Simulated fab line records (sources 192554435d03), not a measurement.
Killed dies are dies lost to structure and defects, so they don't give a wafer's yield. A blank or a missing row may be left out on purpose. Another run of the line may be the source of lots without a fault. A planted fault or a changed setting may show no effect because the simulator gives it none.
Chamber matching / flow n5_finfet / 4 sister chambers for N5_BEOL_M11_ETCH_61 on rie_diel-01
The step etches SiARC in CF4, target depth 39 nm, time 65 s. 7 wafers are shown with their chamber, then 7 later ones without.

EACH WAFER AND ITS CHAMBER
wafer=L080.3; chamber=0; drypump_motor_current_A (A)=6.2; throttle_valve_pct (%)=16.03
wafer=L082.2; chamber=2; drypump_motor_current_A (A)=5.1; throttle_valve_pct (%)=15.81
wafer=L084.1; chamber=0; drypump_motor_current_A (A)=6.2; throttle_valve_pct (%)=16.05
wafer=L084.2; chamber=3; drypump_motor_current_A (A)=5.9; throttle_valve_pct (%)=15.19
wafer=L084.4; chamber=1; drypump_motor_current_A (A)=6.4; throttle_valve_pct (%)=15.86
wafer=L089.4; chamber=3; drypump_motor_current_A (A)=6.0; throttle_valve_pct (%)=15.20
wafer=L089.5; chamber=1; drypump_motor_current_A (A)=6.4; throttle_valve_pct (%)=15.89

WAFERS WITHOUT THEIR CHAMBER
wafer=L089.6; drypump_motor_current_A (A)=6.2; throttle_valve_pct (%)=16.06
wafer=L092.1; drypump_motor_current_A (A)=5.1; throttle_valve_pct (%)=15.86
wafer=L092.2; drypump_motor_current_A (A)=6.4; throttle_valve_pct (%)=15.90
wafer=L092.6; drypump_motor_current_A (A)=6.2; throttle_valve_pct (%)=16.10
wafer=L097.1; drypump_motor_current_A (A)=5.1; throttle_valve_pct (%)=15.88
wafer=L097.3; drypump_motor_current_A (A)=6.2; throttle_valve_pct (%)=15.59
wafer=L097.5; drypump_motor_current_A (A)=5.9; throttle_valve_pct (%)=15.26

THE CHAMBER EACH PASSED THROUGH
wafer=L089.6; from the rows above=0; in truth=0
wafer=L092.1; from the rows above=2; in truth=2
wafer=L092.2; from the rows above=1; in truth=1
wafer=L092.6; from the rows above=0; in truth=0
wafer=L097.1; from the rows above=2; in truth=2
wafer=L097.3; from the rows above=1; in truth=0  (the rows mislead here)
wafer=L097.5; from the rows above=3; in truth=3
6 of 7 placed correctly. Can't be placed from these rows: 0. Number placed wrongly: 1.
How it was worked out, from the rows above alone: a wafer's distance from a chamber is the root of the sum, over the readings, of the square of ((its reading less the chamber's mean) divided by the reading's scatter). The wafer belongs to the nearest chamber; if the next one is less than 2 further off, it can't be placed. For every chamber, the mean is computed from those of its wafers that are shown. The scatter is the square root of a quotient: the sum, over the shown wafers, of each reading's squared deviation from its chamber's mean, divided by wafers minus chambers.
